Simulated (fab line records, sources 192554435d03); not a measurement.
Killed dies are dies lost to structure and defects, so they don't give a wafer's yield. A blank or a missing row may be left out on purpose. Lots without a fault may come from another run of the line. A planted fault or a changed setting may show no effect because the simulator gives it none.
Chamber matching | flow n5_finfet | N5_DUMMY_GATE_STRIP_40 on rie_diel-04: 4 sister chambers
The step strips in CF4. 4 wafers are shown with their chamber, then 11 later ones without.

WAFERS WITH THEIR CHAMBER
wafer  | chamber | showerhead_plenum_p_Torr (Torr)
L081.5 | 2       | 1.78
L091.2 | 0       | 1.86
L091.6 | 1       | 1.83
L092.2 | 3       | 1.72

WAFERS WITHOUT THEIR CHAMBER
wafer  | showerhead_plenum_p_Torr (Torr)
L092.3 | 1.78
L092.5 | 1.78
L093.1 | 1.83
L093.4 | 1.71
L093.6 | 1.78
L095.2 | 1.83
L095.3 | 1.86
L095.4 | 1.71
L097.2 | 1.77
L097.3 | 1.86
L097.4 | 1.83

WHICH CHAMBER EACH WENT THROUGH
wafer  | from the rows above | in truth
L092.3 | 2                   | 2
L092.5 | 2                   | 2
L093.1 | 1                   | 1
L093.4 | 3                   | 3
L093.6 | 2                   | 2
L095.2 | 1                   | 1
L095.3 | 0                   | 0
L095.4 | 3                   | 3
L097.2 | 2                   | 2
L097.3 | 0                   | 0
L097.4 | 1                   | 1
Placed correctly: 11 of 11. Can't be placed from these rows: 0. Placed wrongly: 0.
How it was worked out, from the rows above alone: a wafer's distance from a chamber is the root of the sum, over the readings, of the square of ((its reading less the chamber's mean) divided by the reading's scatter). The wafer belongs to the nearest chamber; if the next one is less than 2 further off, it can't be placed. A chamber's mean is the mean of its shown wafers. The scatter: with one shown wafer a chamber, the root of the mean of the squares of how far each hidden wafer lies from its nearest shown one.
